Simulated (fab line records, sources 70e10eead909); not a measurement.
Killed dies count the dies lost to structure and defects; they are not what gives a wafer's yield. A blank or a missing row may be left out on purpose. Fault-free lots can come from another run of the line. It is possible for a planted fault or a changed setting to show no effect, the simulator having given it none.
Chamber matching || flow nand-harc || rie-diel-11 running NHARC_A_STAIRCASE_DESCUM_443: 4 sister chambers
The step chemistry O2, time 3 s. 4 wafers are shown with their chamber, then 7 later ones without.

## WAFERS, EACH WITH ITS CHAMBER
{"wafer": "L081.3", "chamber": 3, "drypump-motor-current-A (A)": 6.1}
{"wafer": "L084.4", "chamber": 2, "drypump-motor-current-A (A)": 5.6}
{"wafer": "L093.2", "chamber": 0, "drypump-motor-current-A (A)": 6.5}
{"wafer": "L093.4", "chamber": 1, "drypump-motor-current-A (A)": 5.6}

## WAFERS MISSING THEIR CHAMBER
{"wafer": "L093.6", "drypump-motor-current-A (A)": 6.5}
{"wafer": "L095.2", "drypump-motor-current-A (A)": 6.1}
{"wafer": "L095.4", "drypump-motor-current-A (A)": 5.6}
{"wafer": "L095.6", "drypump-motor-current-A (A)": 6.1}
{"wafer": "L097.1", "drypump-motor-current-A (A)": 5.7}
{"wafer": "L097.4", "drypump-motor-current-A (A)": 5.7}
{"wafer": "L097.5", "drypump-motor-current-A (A)": 5.6}

## CHAMBER TAKEN BY EACH
{"wafer": "L093.6", "from the rows above": 0, "in truth": 0}
{"wafer": "L095.2", "from the rows above": 3, "in truth": 3}
{"wafer": "L095.4", "from the rows above": "can't be placed: 1 or 2", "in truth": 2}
{"wafer": "L095.6", "from the rows above": 3, "in truth": 3}
{"wafer": "L097.1", "from the rows above": "can't be placed: 1 or 2", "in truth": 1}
{"wafer": "L097.4", "from the rows above": "can't be placed: 1 or 2", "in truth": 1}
{"wafer": "L097.5", "from the rows above": "can't be placed: 1 or 2", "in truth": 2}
3 of 7 placed correctly. Not placeable from these rows: 4 (in 4, the candidates include the true chamber). Placed wrongly: 0.
How it was worked out, from the rows above alone: a wafer's distance from a chamber is the root of the sum, over the readings, of the square of ((its reading less the chamber's mean) divided by the reading's scatter). The wafer belongs to the nearest chamber; if the next one is less than 2 further off, it can't be placed. A chamber's mean is the mean of its shown wafers. The scatter (one wafer shown for each chamber): square how far every hidden wafer sits from the nearest shown wafer, average those squares and take the square root.
